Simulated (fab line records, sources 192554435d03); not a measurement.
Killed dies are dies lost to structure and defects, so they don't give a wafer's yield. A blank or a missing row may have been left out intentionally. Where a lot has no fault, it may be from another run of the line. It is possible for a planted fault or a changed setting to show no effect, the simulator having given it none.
Split-lot experiment -- flow n5 finfet -- on a route of 1938 steps: 7 lots, 21 wafers read

== THE SPLIT ITSELF ==
At N5_HKMG_FIN_PEB_10 (peb time 60 s), the setting peb time s was moved away from the recipe's 60 s on 6 of the 21 wafers read, by -21.7% to +15.9%. All remaining wafers had this setting at the recipe value.

== THE PATH FROM SPLIT TO READING: the file shows 1 step between them ==
- N5_HKMG_FIN_DEVELOP_11: develop time 30 s (also split here: develop time s)

== THE READING ==
cd nm (nm) at N5_HKMG_FIN_CD_MEAS_12, where the cd target is 92.8 nm. Fault-free wafers of this fab line usually give 93.0 nm, standard deviation 0.62 nm.

wafer,"tool, chamber at the split","peb time s as run, s",against the recipe,"cd nm, nm",against lot-mates on the recipe
L074.2,"litho track-02, 0",54.24,-9.6%,88.7,-5.2
L074.3,"litho track-02, 0",60,recipe,93.9,-
L074.5,"litho track-02, 0",54.24,-9.6%,90.5,-3.4
L076.1,"litho track-02, 0",69.57,+15.9%,97.5,+5.3
L076.4,"litho track-02, 0",69.57,+15.9%,97.5,+5.3
L076.6,"litho track-02, 0",60,recipe,92.2,-
L077.1,"litho track-03, 0",52.88,-11.9%,89.2,-3.9
L077.3,"litho track-03, 0",60,recipe,92.9,-
L077.5,"litho track-03, 0",60,recipe,93.2,-
L082.2,"litho track-03, 0",60,recipe,93.7,-
L082.3,"litho track-03, 0",60,recipe,93.1,-
L082.6,"litho track-03, 0",60,recipe,93.2,-
L086.1,"litho track-04, 0",60,recipe,92.6,-
L086.2,"litho track-04, 0",60,recipe,94.0,-
L086.5,"litho track-04, 0",60,recipe,92.9,-
L091.1,"litho track-04, 0",60,recipe,93.6,-
L091.2,"litho track-04, 0",60,recipe,93.1,-
L091.6,"litho track-04, 0",60,recipe,92.4,-
L097.1,"litho track-03, 0",60,recipe,93.2,-
L097.4,"litho track-03, 0",60,recipe,92.6,-
L097.5,"litho track-03, 0",46.98,-21.7%,85.2,-7.7

THE FIT
A straight line over all 21 wafers: cd nm changes by +0.324 nm for each +1% of peb time s; r = +0.97; the points scatter about the line by 0.62 nm.
The same after taking each lot's own level away (the mean of its wafers on the recipe; 21 wafers): +0.354 nm for each +1%; r = +0.98; scatter 0.54 nm.
The reading moves by 7.7 nm for the largest change in peb time s, on that fit.
The span of the lots' own levels, 92.20 to 93.90 nm, comes to 2.7 times the standard deviation stated above.
So the lot-to-lot level changes the slope little: the two slopes agree.
Check: with one of the wafers moved furthest among these (-21.7%) left out of the fit, the line predicts -7.85 nm for it against its lot-mates. It came out at -7.7 nm against them.

== THESE WAFERS: OTHER SPLITS ==
These wafers also went through other splits before the reading. Each is held against what the fit with the lots' levels taken away leaves over:
other split on the same wafers,wafers away from the commonest value,r with cd nm (lot level and that fit taken away)
N5_HKMG_FIN_ETCH_54 source w,7,+0.01
N5_HKMG_FIN_DEVELOP_11 develop time s,6,+0.14

== FILE'S OWN FIT ==
cd nm changes by +0.354 nm for each +1% of peb time s, r = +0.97.
